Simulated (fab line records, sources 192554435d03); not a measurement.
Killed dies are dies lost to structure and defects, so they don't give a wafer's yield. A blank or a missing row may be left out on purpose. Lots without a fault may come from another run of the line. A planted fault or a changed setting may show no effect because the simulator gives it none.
fab line records | flow n5_finfet
record lots=23 wafers=69 last_day=20
route steps=1938 shown FIN_SAQP@102 FIN_CUT@167 STI_FIN_REVEAL@189
lots that met no fault: from a run of the same line without faults
start_h: hours from the record's first day to the start of the lot's first wafer shown | wait_h: hours since the lot's step before | " the same as in the row above | L1.1+2: a row that stands for several wafers | - no value, or no start given | * or withheld: withheld | < > ~ a bound
route shown NAME@n: a module of which the file shows steps, and the number in the route of the first | usual: mean/standard deviation of fault-free wafers | same: alike in all rows | chamber/n: place in a boat | sites: the reading at each site | _std_site: their standard deviation | _edge_site: outer sites' mean less inner sites' | radius_mm: how far each site lies from the wafer's centre | mask NAME#n: copy n | behind: the tool/chamber that last shaped the wafer | hold: why the lot was held/for how many hours/how that ended | device: the transistor (n, p or np) that didn't switch | end of line: the same wafers' tests at the end of the route | a step without rows: its recipe alone | killed: dies lost to structure and defects at the first sort, not the wafer's yield | map: a wafer's dies, x killed, . not, _ none there
set.NAME: the setting as run; set.NAME@STEP: as run at that earlier step | model.NAME: the simulator's own value behind a step, which no gauge read
steps of the route over a sample of lots; a table a step, a row a wafer
services: from which hour (start_h, from the record's first day; less than 0 if before it) a tool's chamber was out of use, for how many hours, and why
## steps
# step N5_FIN_SAQP_HM_DEP_72
# recipe material=SiO2 target_thk_a=120 temp_c=400 precursor=SiH4/N2O pressure_torr=0.75 rf_w=275 time_s=7.2
# usual heater_power_w=827/110 showerhead_plenum_p_Torr=8.11/0.15
# columns lot.wafer tool chamber start_h wait_h heater_power_w showerhead_plenum_p_Torr
L074.3 pecvd-01 0 21.99 0.0 756 8.17
L074.4 " 0 " " 746 8.18
L074.5 " 1 " " 930 8.00
L075.2 pecvd-03 2 27.69 0.0 953 8.09
L075.4 " 0 " " 701 8.31
L075.6 " 1 " " 751 8.29
L077.1 pecvd-03 2 39.46 0.0 977 8.08
L077.2 " 0 " " 762 8.34
L077.5 " 2 " " 969 8.05
L078.1 pecvd-03 2 48.09 0.0 901 8.07
L078.3 " 1 " " 763 8.31
L078.4 " 1 " " 752 8.29
L079.1 pecvd-02 1 50.92 0.0 791 7.90
L079.2 " 2 " " 1050 8.14
L079.6 " 0 " " 818 7.97
L080.1 pecvd-02 0 57.58 0.0 750 7.95
L080.2 " 2 " " 1033 8.14
L080.5 " 1 " " 797 7.90
L081.1 pecvd-01 2 63.93 0.0 868 7.96
L081.3 " 0 " " 745 8.19
L081.4 " 1 " " 919 8.01
L082.3 pecvd-03 1 69.31 0.0 706 8.31
L082.5 " 1 " " 706 8.33
L082.6 " 2 " " 958 8.09
L083.1 pecvd-02 1 75.50 0.0 807 7.92
L083.5 " 2 " " 977 8.15
L083.6 " 1 " " 789 7.90
L084.3 pecvd-02 0 81.44 0.0 830 7.96
L084.5 " 0 " " 802 7.95
L084.6 " 1 " " 766 7.91
L085.3 pecvd-03 2 87.83 0.0 878 8.10
L085.4 " 2 " " 884 8.09
L085.6 " 0 " " 699 8.29
L086.2 pecvd-02 1 96.02 0.0 837 7.92
L086.3 " 0 " " 825 7.99
L086.6 " 1 " " 813 7.90
L087.3 pecvd-01 2 100.61 0.0 875 8.00
L087.4 " 0 " " 770 8.18
L087.6 " 2 " " 869 7.99
L088.3 pecvd-03 1 105.25 0.1 718 8.31
L088.5 " 0 " " 619 8.32
L088.6 " 1 " " 713 8.30
L089.2 pecvd-03 2 110.91 0.0 903 8.09
L089.4 " 0 " " 625 8.32
L089.5 " 1 " " 724 8.27
L090.2 pecvd-02 1 120.15 0.0 845 7.90
L090.4 " 0 " " 786 7.97
L090.5 " 1 " " 861 7.91
L091.1 pecvd-01 1 125.60 0.0 859 8.00
L091.3 " 0 " " 818 8.20
L091.4 " 2 " " 760 7.98
L092.2 pecvd-01 2 129.20 0.0 732 7.96
L092.3 " 0 " " 849 8.17
L092.4 " 2 " " 754 7.99
L093.3 pecvd-01 0 147.63 0.0 791 8.18
L093.5 " 1 " " 931 8.00
L093.6 " 2 " " 875 7.99
L094.1 pecvd-02 1 155.84 0.0 809 7.93
L094.2 " 0 " " 706 7.98
L094.6 " 0 " " 709 7.96
L095.1 pecvd-02 0 156.52 0.0 750 7.97
L095.4 " 0 " " 777 7.98
L095.6 " 1 " " 885 7.90
L096.1 pecvd-03 0 157.58 0.0 678 8.32
L096.3 " 1 " " 770 8.30
L096.6 " 2 " " 909 8.07
L097.1 pecvd-03 0 161.98 0.0 628 8.32
L097.2 " 1 " " 740 8.29
L097.6 " 1 " " 747 8.31
# step N5_FIN_SAQP_STRIP_70
# recipe chemistry=N2/H2 power_w=500 temp_c=40 pressure_mtorr=50 rf_frequency_hz=6e+07 overash_fraction=0.3 bias_power_w=28 h2_frac=0.5 n2_flow_sccm=300 h2_flow_sccm=300
# usual drypump_motor_current_A=5.8/0.43 oes_product_au=0.77/0.071 rf_vpp_V=122.0/0.91 showerhead_plenum_p_Torr=3.40/0.061 temp_c=40.01/0.11 throttle_valve_pct=18.88/0.3
# columns lot.wafer tool chamber start_h wait_h drypump_motor_current_A oes_product_au rf_hours_counter_h rf_vpp_V showerhead_plenum_p_Torr temp_c throttle_valve_pct
L074.3 rie_diel-02 2 25.75 0.0 4.9 0.79 115 121.6 3.38 39.95 19.35
L074.4 " 3 " " 5.8 0.74 182 121.5 3.48 40.10 19.18
L074.5 " 1 " " 5.7 0.78 - 121.7 3.38 40.06 18.87
L075.2 rie_diel-04 2 31.83 0.0 6.3 0.78 140 123.0 3.36 39.92 18.73
L075.4 " 1 " " 5.3 0.72 168 120.9 3.49 40.07 18.76
L075.6 " 2 " " 6.3 0.78 - 122.1 3.36 39.97 18.73
L077.1 rie_diel-02 0 43.42 0.0 6.2 0.93 19 122.3 3.42 39.97 18.67
L077.2 " 1 " " 5.7 0.76 133 123.1 3.38 39.94 18.89
L077.5 " 2 " " 4.9 0.78 - 122.0 3.37 40.02 19.38
L078.1 rie_diel-04 1 51.53 0.0 5.3 0.72 175 122.6 3.48 40.11 18.77
L078.3 " 0 " " 6.0 0.72 184 123.5 3.34 39.97 18.87
L078.4 " 3 " " 5.4 0.71 177 121.8 3.48 39.92 19.20
L079.1 rie_diel-05 0 54.58 0.0 6.2 0.79 90 121.9 3.39 40.08 18.79
L079.2 " 2 " " 5.7 0.75 159 120.9 3.35 39.95 18.66
L079.6 " 2 " " 5.7 0.75 - 120.9 3.35 39.93 18.67
L080.1 rie_diel-05 0 60.98 0.0 6.1 0.79 92 122.1 3.39 40.03 18.79
L080.2 " 1 " " 6.3 0.97 2 121.1 3.30 39.84 18.15
L080.5 " 2 " " 5.7 0.76 - 120.9 3.35 40.00 18.65
L081.1 rie_diel-02 0 67.30 0.0 6.2 0.92 25 121.9 3.42 40.16 18.70
L081.3 " 2 " " 4.9 0.78 126 121.0 3.37 39.94 19.36
L081.4 " 3 " " 5.8 0.73 194 121.0 3.47 40.02 19.20
L082.3 rie_diel-04 2 72.78 0.0 6.2 0.76 154 122.4 3.35 40.11 18.76
L082.5 " 0 " " 6.0 0.70 - 121.9 3.34 40.29 18.88
L082.6 " 3 " " 5.4 0.70 - 123.4 3.47 39.97 19.21
L083.1 rie_diel-05 3 79.52 0.0 5.5 0.77 139 122.6 3.51 40.05 18.73
L083.5 " 3 " " 5.5 0.77 - 121.7 3.51 40.11 18.75
L083.6 " 2 " " 5.7 0.74 - 122.4 3.35 40.22 18.68
L084.3 rie_diel-02 3 84.81 0.0 5.8 0.73 200 123.2 3.47 39.86 19.21
L084.5 " 1 " " 5.7 0.76 - 122.6 3.37 40.04 18.90
L084.6 " 0 " " 6.2 0.90 - 122.6 3.41 39.90 18.71
L085.3 rie_diel-05 1 92.47 0.0 6.3 0.92 14 120.8 3.30 40.13 18.17
L085.4 " 0 " " 6.1 0.77 102 122.8 3.38 40.16 18.84
L085.6 " 2 " " 5.7 0.74 - 122.2 3.34 39.99 18.70
L086.2 rie_diel-02 3 100.71 0.0 5.8 0.72 203 122.0 3.47 39.99 19.21
L086.3 " 1 " " 5.7 0.76 147 120.7 3.37 40.07 18.91
L086.6 " 1 " " 5.7 0.76 - 121.6 3.37 39.94 18.91
L087.3 rie_diel-05 2 103.94 0.0 5.7 0.74 176 120.1 3.34 40.10 18.70
L087.4 " 1 " " 6.3 0.92 18 120.6 3.29 40.07 18.19
L087.6 " 2 " " 5.7 0.74 - 120.4 3.34 40.09 18.70
L088.3 rie_diel-04 3 108.94 0.0 5.4 0.69 196 120.6 3.47 40.01 19.24
L088.5 " 2 " " 6.2 0.75 - 121.4 3.35 39.85 18.76
L088.6 " 3 " " 5.4 0.69 - 122.3 3.47 40.00 19.22
L089.2 rie_diel-02 0 114.82 0.0 6.2 0.89 39 121.7 3.41 40.01 18.71
L089.4 " 3 " " 5.8 0.72 207 123.7 3.47 40.01 19.22
L089.5 " 1 " " 5.7 0.76 - 122.9 3.37 39.99 18.92
L090.2 rie_diel-02 3 126.81 0.0 5.8 0.71 210 122.3 3.46 40.08 19.22
L090.4 " 0 " " 6.2 0.89 42 121.6 3.41 40.01 18.72
L090.5 " 3 " " 5.8 0.71 - 122.0 3.46 40.00 19.22
L091.1 rie_diel-04 1 129.22 0.0 5.4 0.71 200 123.0 3.47 40.15 18.82
L091.3 " 3 " " 5.3 0.69 203 121.0 3.46 40.03 19.24
L091.4 " 0 " " 6.0 0.70 210 121.2 3.33 39.93 18.90
L092.2 rie_diel-02 3 132.95 0.0 5.8 0.71 212 123.1 3.46 40.09 19.21
L092.3 " 1 " " 5.7 0.75 157 121.8 3.36 39.78 18.94
L092.4 " 2 " " 4.9 0.76 144 121.8 3.36 40.06 19.41
L093.3 rie_diel-02 2 152.83 0.0 4.9 0.75 149 121.4 3.36 40.05 19.42
L093.5 " 3 " " 5.8 0.71 - 123.5 3.46 39.95 19.23
L093.6 " 0 " " 6.3 0.88 - 121.4 3.40 40.21 18.74
L094.1 rie_diel-04 0 159.91 0.0 6.0 0.68 214 122.2 3.33 40.09 18.91
L094.2 " 2 " " 6.3 0.74 175 121.6 3.34 39.97 18.79
L094.6 " 0 " " 6.0 0.69 - 121.1 3.33 40.07 18.90
L095.1 rie_diel-04 0 162.13 0.0 6.0 0.68 215 120.8 3.33 40.04 18.91
L095.4 " 0 " " 6.0 0.69 - 122.9 3.33 40.18 18.92
L095.6 " 2 " " 6.3 0.74 - 122.4 3.34 40.09 18.81
L096.1 rie_diel-02 1 162.28 0.0 5.7 0.74 166 122.5 3.36 39.72 18.94
L096.3 " 3 " " 5.9 0.71 219 123.7 3.46 39.89 19.23
L096.6 " 2 " " 4.9 0.75 - 122.8 3.36 40.03 19.41
L097.1 rie_diel-05 2 165.85 0.0 5.7 0.73 193 122.4 3.33 39.98 18.72
L097.2 " 0 " " 6.2 0.76 125 122.7 3.37 39.97 18.86
L097.6 " 1 " " 6.3 0.87 - 122.3 3.28 39.96 18.21
# step N5_FIN_SAQP_CD_MEAS_37
# recipe target_cd_nm=8 polarity=line
# usual cd_nm=8.14/0.25
# columns lot.wafer tool chamber start_h wait_h cd_nm
L074.3 cd_sem-01 - 26.98 0.1 7.99
L074.4 " - " " 7.56
L074.5 " - " " 8.22
L075.2 cd_sem-01 - 33.14 0.1 7.74
L075.4 " - " " 7.97
L075.6 " - " " 8.62
L077.1 cd_sem-03 - 45.56 0.1 8.26
L077.2 " - " " 8.09
L077.5 " - " " 8.35
L078.1 cd_sem-01 - 52.71 0.1 8.05
L078.3 " - " " 8.04
L078.4 " - " " 8.16
L079.1 cd_sem-03 - 55.76 0.1 7.81
L079.2 " - " " 8.24
L079.6 " - " " 8.13
L080.1 cd_sem-01 - 62.16 0.1 8.08
L080.2 " - " " 8.06
L080.5 " - " " 7.73
L081.1 cd_sem-01 - 68.48 0.1 8.32
L081.3 " - " " 7.78
L081.4 " - " " 8.09
L082.3 cd_sem-02 - 74.25 0.1 8.20
L082.5 " - " " 7.92
L082.6 " - " " 8.40
L083.1 cd_sem-03 - 80.74 0.1 8.28
L083.5 " - " " 8.51
L083.6 " - " " 8.61
L084.3 cd_sem-01 - 86.02 0.1 8.36
L084.5 " - " " 8.26
L084.6 " - " " 8.32
L085.3 cd_sem-03 - 96.52 0.1 8.09
L085.4 " - " " 7.98
L085.6 " - " " 8.37
L086.2 cd_sem-02 - 101.92 0.1 8.32
L086.3 " - " " 7.75
L086.6 " - " " 7.65
L087.3 cd_sem-01 - 105.13 0.1 7.83
L087.4 " - " " 8.17
L087.6 " - " " 8.27
L088.3 cd_sem-03 - 110.18 0.1 8.15
L088.5 " - " " 8.45
L088.6 " - " " 8.39
L089.2 cd_sem-01 - 116.42 0.1 8.44
L089.4 " - " " 8.10
L089.5 " - " " 8.10
L090.2 cd_sem-03 - 128.00 0.1 8.36
L090.4 " - " " 8.06
L090.5 " - " " 8.03
L091.1 cd_sem-01 - 131.14 0.1 7.92
L091.3 " - " " 7.58
L091.4 " - " " 8.15
L092.2 cd_sem-02 - 134.13 0.1 8.27
L092.3 " - " " 8.41
L092.4 " - " " 8.42
L093.3 cd_sem-03 - 154.20 0.1 7.94
L093.5 " - " " 8.00
L093.6 " - " " 8.42
L094.1 cd_sem-02 - 162.10 0.1 7.82
L094.2 " - " " 8.38
L094.6 " - " " 8.35
L095.1 cd_sem-01 - 163.75 0.1 7.70
L095.4 " - " " 7.90
L095.6 " - " " 8.16
L096.1 cd_sem-02 - 163.98 0.1 7.85
L096.3 " - " " 8.27
L096.6 " - " " 8.25
L097.1 cd_sem-03 - 167.13 0.1 7.89
L097.2 " - " " 7.79
L097.6 " - " " 7.78
# step N5_FIN_CUT_ETCH_30
# recipe chemistry=N2/H2 target=underlayer target_depth_a=130 mask_material=CAR-EUV time_s=10.4 ion_energy_ev=200 pressure_mtorr=30 source_w=840 bias_w=150 n2_flow_sccm=200 h2_flow_sccm=200 ends=cleared
# usual drypump_motor_current_A=5.8/0.57 etch_rf_on_time_s=10.39/0.15 oes_product_au=0.67/0.064 rf_vpp_V=524.5/2.5 showerhead_plenum_p_Torr=2.56/0.08 throttle_valve_pct=17.98/0.19
# columns lot.wafer tool chamber start_h wait_h drypump_motor_current_A etch_rf_on_time_s oes_product_au rf_hours_counter_h rf_vpp_V showerhead_plenum_p_Torr throttle_valve_pct
L074.3 rie_diel-03 2 27.69 0.0 5.0 10.50 0.68 102 526.4 2.67 17.80
L074.4 " 0 " " 5.5 10.33 0.65 149 524.0 2.54 17.98
L074.5 " 3 " " 5.3 10.61 0.58 - 527.3 2.61 18.26
L075.2 rie_diel-06 1 33.86 0.0 5.2 10.60 0.60 200 525.6 2.62 17.96
L075.4 " 3 " " 5.2 10.36 0.78 11 525.2 2.60 18.02
L075.6 " 1 " " 5.2 10.65 0.60 - 526.8 2.62 17.96
L077.1 rie_diel-03 1 46.27 0.0 6.1 10.24 0.65 128 520.1 2.45 17.59
L077.2 " 2 " " 5.0 10.51 0.69 107 527.5 2.66 17.81
L077.5 " 2 " " 5.0 10.52 0.68 - 529.5 2.66 17.82
L078.1 rie_diel-06 1 53.30 0.0 5.2 10.61 0.60 204 527.0 2.62 17.94
L078.3 " 2 " " 6.4 10.27 0.69 109 520.0 2.46 17.87
L078.4 " 0 " " 6.5 10.37 0.63 187 525.8 2.63 18.18
L079.1 rie_diel-06 1 56.48 0.0 5.2 10.71 0.60 205 526.4 2.62 17.96
L079.2 " 0 " " 6.4 10.39 0.62 188 525.9 2.63 18.18
L079.6 " 3 " " 5.2 10.38 0.76 - 525.2 2.60 18.05
L080.1 rie_diel-01 1 62.76 0.0 6.3 10.30 0.69 101 524.8 2.56 17.80
L080.2 " 3 " " 6.0 10.21 0.58 225 524.3 2.50 18.19
L080.5 " 1 " " 6.3 10.33 0.69 - 525.3 2.56 17.76
L081.1 rie_diel-03 3 69.20 0.0 5.4 10.40 0.83 5 525.6 2.61 17.84
L081.3 " 0 " " 5.6 10.44 0.63 161 523.6 2.53 18.02
L081.4 " 0 " " 5.6 10.55 0.63 - 524.7 2.53 18.01
L082.3 rie_diel-06 2 74.96 0.0 6.4 10.33 0.69 116 519.8 2.45 17.88
L082.5 " 3 " " 5.2 10.37 0.75 - 524.1 2.60 18.06
L082.6 " 0 " " 6.5 10.23 0.63 - 526.6 2.63 18.20
L083.1 rie_diel-03 2 81.54 0.0 5.0 10.61 0.67 117 526.7 2.66 17.82
L083.5 " 3 " " 5.4 10.33 0.82 - 524.1 2.61 17.86
L083.6 " 2 " " 5.0 10.43 0.68 - 525.7 2.66 17.83
L084.3 rie_diel-01 1 86.72 0.0 6.3 10.41 0.68 108 524.6 2.56 17.82
L084.5 " 2 " " 6.4 10.18 0.60 - 519.3 2.40 18.45
L084.6 " 3 " " 6.0 10.22 0.58 - 521.6 2.50 18.20
L085.3 rie_diel-01 3 97.11 0.0 6.0 10.25 0.58 234 522.8 2.50 18.22
L085.4 " 2 " " 6.4 10.20 0.61 247 520.5 2.40 18.47
L085.6 " 0 " " 6.6 10.52 0.71 - 521.9 2.47 18.09
L086.2 rie_diel-06 3 102.51 0.0 5.2 10.37 0.74 30 525.6 2.59 18.08
L086.3 " 0 " " 6.4 10.28 0.61 200 526.3 2.63 18.21
L086.6 " 0 " " 6.4 10.29 0.62 - 526.2 2.63 18.21
L087.3 rie_diel-06 1 105.71 0.0 5.2 10.52 0.59 218 527.4 2.62 17.98
L087.4 " 2 " " 6.4 10.23 0.68 123 520.7 2.45 17.92
L087.6 " 2 " " 6.4 10.16 0.69 - 521.8 2.45 17.93
L088.3 rie_diel-03 3 110.77 0.0 5.4 10.41 0.80 15 525.8 2.60 17.84
L088.5 " 2 " " 5.0 10.48 0.67 - 526.5 2.66 17.84
L088.6 " 1 " " 6.1 10.31 0.64 - 521.4 2.45 17.61
L089.2 rie_diel-06 3 117.05 0.0 5.2 10.28 0.74 32 525.0 2.59 18.09
L089.4 " 1 " " 5.2 10.57 0.59 220 525.4 2.62 17.99
L089.5 " 0 " " 6.4 10.29 0.61 - 526.4 2.63 18.19
L090.2 rie_diel-01 1 128.59 0.0 6.3 10.24 0.67 121 525.2 2.55 17.83
L090.4 " 3 " " 6.0 10.22 0.57 - 522.4 2.49 18.24
L090.5 " 0 " " 6.6 10.42 0.71 - 521.9 2.47 18.10
L091.1 rie_diel-03 1 142.91 0.0 6.1 10.24 0.65 140 523.1 2.44 17.61
L091.3 " 2 " " 5.0 10.53 0.66 128 526.5 2.65 17.87
L091.4 " 3 " " 5.3 10.39 0.79 20 524.7 2.60 17.85
L092.2 rie_diel-03 1 143.74 0.0 6.1 10.10 0.65 141 520.9 2.44 17.61
L092.3 " 2 " " 5.0 10.37 0.67 128 528.5 2.66 17.87
L092.4 " 0 " " 5.6 10.28 0.63 177 521.9 2.53 18.04
L093.3 rie_diel-03 2 154.79 0.0 5.0 10.49 0.66 132 527.3 2.65 17.86
L093.5 " 2 " " 5.0 10.41 0.66 - 528.6 2.65 17.86
L093.6 " 3 " " 5.3 10.35 0.79 - 526.0 2.60 17.88
L094.1 rie_diel-06 2 162.69 0.0 6.4 10.44 0.66 136 520.2 2.45 17.94
L094.2 " 3 " " 5.2 10.42 0.71 42 523.9 2.59 18.11
L094.6 " 0 " " 6.4 10.30 0.61 - 526.4 2.62 18.23
L095.1 rie_diel-01 0 164.35 0.0 6.6 10.54 0.69 82 522.0 2.46 18.11
L095.4 " 0 " " 6.6 10.53 0.69 - 521.2 2.46 18.11
L095.6 " 2 " " 6.4 10.08 0.81 - 528.1 2.71 18.07
L096.1 rie_diel-03 3 164.57 0.0 5.4 10.58 0.76 28 524.5 2.60 17.86
L096.3 " 0 " " 5.5 10.59 0.62 182 523.0 2.52 18.03
L096.6 " 1 " " 6.1 10.34 0.63 - 519.7 2.44 17.63
L097.1 rie_diel-03 2 167.72 0.0 5.0 10.61 0.65 136 526.4 2.65 17.88
L097.2 " 3 " " 5.4 10.54 0.76 29 524.7 2.60 17.87
L097.6 " 0 " " 5.6 10.62 0.62 - 524.7 2.52 18.06
# step N5_STI_FIN_REVEAL_DENSIFY_30
# recipe temp_c=* time_s=* ambient=N2 idle_temp_c=600 ramp_up_c_per_s=150 ramp_down_c_per_s=60 cool_to_c=600
# usual lamp_power_pct=11.53/0.052 lamp_zone_2_pct=11.528/0.02 wafer_temp_C_max=*
# columns lot.wafer tool chamber start_h wait_h lamp_power_pct lamp_zone_2_pct wafer_temp_C_max
L074.3 rtp_anneal-01 0 34.34 0.1 11.46 11.559 *
L074.4 " 0 " " 11.51 11.556 *
L074.5 " 0 " " 11.53 11.540 *
L075.2 rtp_anneal-01 0 40.84 0.1 11.44 11.543 *
L075.4 " 0 " " 11.66 11.521 *
L075.6 " 0 " " 11.50 11.519 *
L077.1 rtp_anneal-01 0 54.03 0.3 11.61 11.509 *
L077.2 " 0 " " 11.47 11.544 *
L077.5 " 0 " " 11.62 11.514 *
L078.1 rtp_anneal-02 0 59.83 0.1 11.47 11.509 *
L078.3 " 0 " " 11.55 11.537 *
L078.4 " 0 " " 11.48 11.517 *
L079.1 rtp_anneal-01 0 63.55 0.0 11.54 11.537 *
L079.2 " 0 " " 11.46 11.524 *
L079.6 " 0 " " 11.61 11.536 *
L080.1 rtp_anneal-01 0 69.08 0.0 11.47 11.483 *
L080.2 " 0 " " 11.47 11.540 *
L080.5 " 0 " " 11.53 11.544 *
L081.1 rtp_anneal-01 0 75.93 0.0 11.51 11.507 *
L081.3 " 0 " " 11.46 11.493 *
L081.4 " 0 " " 11.57 11.514 *
L082.3 rtp_anneal-02 0 81.34 0.1 11.58 11.539 *
L082.5 " 0 " " 11.48 11.530 *
L082.6 " 0 " " 11.49 11.543 *
L083.1 rtp_anneal-01 0 87.89 0.0 11.53 11.499 *
L083.5 " 0 " " 11.58 11.522 *
L083.6 " 0 " " 11.48 11.502 *
L084.3 rtp_anneal-02 0 93.11 0.1 11.54 11.519 *
L084.5 " 0 " " 11.59 11.515 *
L084.6 " 0 " " 11.52 11.542 *
L085.3 rtp_anneal-01 0 105.30 0.1 11.59 11.488 *
L085.4 " 0 " " 11.58 11.521 *
L085.6 " 0 " " 11.52 11.506 *
L086.2 rtp_anneal-02 0 109.46 0.1 11.44 11.516 *
L086.3 " 0 " " 11.51 11.519 *
L086.6 " 0 " " 11.49 11.500 *
L087.3 rtp_anneal-01 0 113.03 0.1 11.44 11.524 *
L087.4 " 0 " " 11.53 11.549 *
L087.6 " 0 " " 11.62 11.510 *
L088.3 rtp_anneal-01 0 117.33 0.2 11.59 11.505 *
L088.5 " 0 " " 11.59 11.526 *
L088.6 " 0 " " 11.53 11.526 *
L089.2 rtp_anneal-01 0 123.44 0.1 11.66 11.512 *
L089.4 " 0 " " 11.57 11.511 *
L089.5 " 0 " " 11.56 11.513 *
L090.2 rtp_anneal-02 0 135.54 0.1 11.62 11.507 *
L090.4 " 0 " " 11.56 11.522 *
L090.5 " 0 " " 11.52 11.530 *
L091.1 rtp_anneal-01 0 149.23 0.0 11.56 11.557 *
L091.3 " 0 " " 11.56 11.540 *
L091.4 " 0 " " 11.49 11.521 *
L092.2 rtp_anneal-01 0 150.16 0.1 11.55 11.510 *
L092.3 " 0 " " 11.52 11.525 *
L092.4 " 0 " " 11.60 11.509 *
L093.3 rtp_anneal-02 0 161.59 0.1 11.50 11.530 *
L093.5 " 0 " " 11.50 11.545 *
L093.6 " 0 " " 11.47 11.509 *
L094.1 rtp_anneal-01 0 169.67 0.0 11.48 11.568 *
L094.2 " 0 " " 11.47 11.523 *
L094.6 " 0 " " 11.49 11.540 *
L095.1 rtp_anneal-02 0 170.70 0.0 11.46 11.534 *
L095.4 " 0 " " 11.43 11.516 *
L095.6 " 0 " " 11.62 11.540 *
L096.1 rtp_anneal-01 0 171.57 0.0 11.53 11.541 *
L096.3 " 0 " " 11.52 11.513 *
L096.6 " 0 " " 11.54 11.543 *
L097.1 rtp_anneal-01 0 174.06 0.0 11.62 11.518 *
L097.2 " 0 " " 11.53 11.556 *
L097.6 " 0 " " 11.52 11.540 *
# step N5_STI_FIN_REVEAL_ETCH_34
# recipe chemistry=H2 mode=isotropic material=Si target=Si target_depth_a=9.7 temp_c=20 pressure_mtorr=4.5 icp_w=300 bias_w=0 h2_flow_sccm=7.5 he_flow_sccm=142.5
# usual drypump_motor_current_A=5.7/0.53 oes_product_au=1.001/0.023 temp_c=20.00/0.11 throttle_valve_pct=25.83/0.28
# columns lot.wafer tool chamber start_h wait_h drypump_motor_current_A oes_product_au rf_hours_counter_h temp_c throttle_valve_pct
L074.3 rie_si-03 0 36.83 0.1 6.0 0.975 147 19.93 25.34
L074.4 " 1 " " 5.6 0.983 181 19.83 25.96
L074.5 " 0 " " 6.0 0.982 - 20.07 25.34
L075.2 rie_si-02 1 43.36 0.1 5.8 0.999 183 19.91 26.13
L075.4 " 3 " " 5.6 0.964 3 19.75 25.66
L075.6 " 2 " " 5.0 1.010 - 20.15 26.00
L077.1 rie_si-03 3 57.03 0.2 4.9 1.024 79 20.09 25.90
L077.2 " 0 " " 6.0 0.964 147 19.87 25.33
L077.5 " 1 " " 5.6 0.982 - 19.99 25.96
L078.1 rie_si-01 2 62.40 0.2 6.4 0.988 70 20.02 26.09
L078.3 " 0 " " 5.4 0.995 91 20.01 25.74
L078.4 " 1 " " 6.7 1.051 82 20.02 26.04
L079.1 rie_si-03 0 66.11 0.2 6.0 0.984 148 19.88 25.34
L079.2 " 2 " " 5.2 1.014 105 20.16 25.67
L079.6 " 0 " " 6.0 0.979 - 20.08 25.34
L080.1 rie_si-02 0 71.65 0.2 5.4 1.018 30 19.93 25.95
L080.2 " 2 " " 5.0 1.015 72 20.08 26.00
L080.5 " 3 " " 5.6 0.963 - 19.81 25.65
L081.1 rie_si-01 2 78.60 0.2 6.4 0.995 70 20.08 26.08
L081.3 " 1 " " 6.7 1.042 82 19.81 26.05
L081.4 " 0 " " 5.5 0.996 92 20.11 25.74
L082.3 rie_si-02 1 83.85 0.1 5.8 0.987 184 20.02 26.14
L082.5 " 2 " " 5.0 1.021 - 19.97 26.02
L082.6 " 3 " " 5.6 0.964 - 20.10 25.67
L083.1 rie_si-02 0 90.44 0.2 5.5 1.027 31 19.94 25.95
L083.5 " 0 " " 5.5 1.029 - 20.02 25.94
L083.6 " 1 " " 5.8 0.994 - 20.12 26.13
L084.3 rie_si-03 3 95.99 0.1 4.9 1.021 80 19.93 25.90
L084.5 " 3 " " 4.9 1.025 - 19.89 25.90
L084.6 " 0 " " 6.0 0.969 - 20.18 25.33
L085.3 rie_si-01 1 107.80 0.1 6.7 1.040 83 20.01 26.04
L085.4 " 0 " " 5.4 0.985 92 19.93 25.73
L085.6 " 2 " " 6.4 0.998 - 20.23 26.09
L086.2 rie_si-01 1 111.98 0.1 6.7 1.030 83 20.02 26.04
L086.3 " 2 " " 6.3 0.993 71 20.01 26.10
L086.6 " 1 " " 6.7 1.034 - 19.87 26.05
L087.3 rie_si-03 3 115.76 0.1 4.9 1.019 80 19.98 25.90
L087.4 " 1 " " 5.6 0.977 182 20.09 25.95
L087.6 " 3 " " 4.9 1.014 - 19.82 25.90
L088.3 rie_si-03 2 119.82 0.1 5.2 1.027 106 20.04 25.69
L088.5 " 2 " " 5.2 1.020 - 20.05 25.66
L088.6 " 3 " " 4.9 1.024 - 19.95 25.89
L089.2 rie_si-01 2 126.21 0.1 6.4 1.004 71 19.94 26.08
L089.4 " 3 " " 5.8 0.998 124 19.94 25.26
L089.5 " 2 " " 6.4 0.989 - 19.96 26.10
L090.2 rie_si-01 1 138.07 0.1 6.7 1.044 84 20.20 26.05
L090.4 " 0 " " 5.5 0.991 93 20.15 25.74
L090.5 " 1 " " 6.7 1.037 - 20.02 26.04
L091.1 rie_si-02 1 151.80 0.2 5.8 0.984 185 20.11 26.13
L091.3 " 3 " " 5.6 0.956 5 19.90 25.68
L091.4 " 0 " " 5.4 1.016 32 20.17 25.96
L092.2 rie_si-01 0 152.92 0.1 5.4 0.981 93 20.10 25.75
L092.3 " 1 " " 6.7 1.034 84 20.01 26.06
L092.4 " 3 " " 5.7 0.987 - 19.98 25.27
L093.3 rie_si-01 1 164.10 0.1 6.7 1.034 84 19.98 26.05
L093.5 " 1 " " 6.7 1.029 - 19.91 26.06
L093.6 " 2 " " 6.4 0.992 - 19.98 26.08
L094.1 rie_si-02 3 172.23 0.2 5.6 0.953 5 19.98 25.65
L094.2 " 1 " " 5.8 0.986 185 19.95 26.14
L094.6 " 3 " " 5.6 0.955 - 20.18 25.66
L095.1 rie_si-03 3 173.31 0.2 4.9 1.029 81 20.22 25.90
L095.4 " 0 " " 6.0 0.976 149 19.95 25.34
L095.6 " 0 " " 6.0 0.975 - 20.00 25.33
L096.1 rie_si-02 3 174.19 0.2 5.5 0.964 5 19.99 25.67
L096.3 " 0 " " 5.5 1.037 32 20.08 25.97
L096.6 " 0 " " 5.4 1.027 - 19.90 25.96
L097.1 rie_si-01 0 176.70 0.2 5.4 0.984 93 19.91 25.75
L097.2 " 3 " " 5.8 1.002 125 19.98 25.25
L097.6 " 3 " " 5.7 0.993 - 20.05 25.26
## services
# columns tool chamber start_h hours kind
rie_diel-02 - 15.41 0.6 repair
pecvd-01 - 21.08 0.8 repair
rie_si-01 - 24.00 2.1 repair
pecvd-02 2 25.56 16.5 repair
rie_diel-01 1 28.63 15.2 repair
rie_si-01 - 37.42 14.6 pm
rie_si-03 0 38.13 3.4 repair
rie_diel-03 - 56.58 0.7 repair
rie_diel-06 2 62.12 2.9 repair
rie_diel-03 1 63.66 28.1 repair
rie_si-03 - 70.51 2.8 pm
rie_diel-02 - 71.96 1.9 repair
pecvd-02 - 72.08 2.8 pm
pecvd-01 - 74.50 0.8 pm
rie_diel-02 - 91.19 4.7 repair
pecvd-02 1 114.09 6.0 repair
pecvd-03 - 122.54 2.8 pm
pecvd-01 0 131.24 13.8 repair
rie_diel-04 1 137.43 26.9 repair
rie_diel-04 - 140.31 15.6 pm
rie_si-01 1 143.65 4.7 repair
rie_si-02 0 144.13 3.1 repair
rie_si-01 2 148.58 5.1 repair
rie_diel-03 1 174.81 17.2 repair
## key
fault none
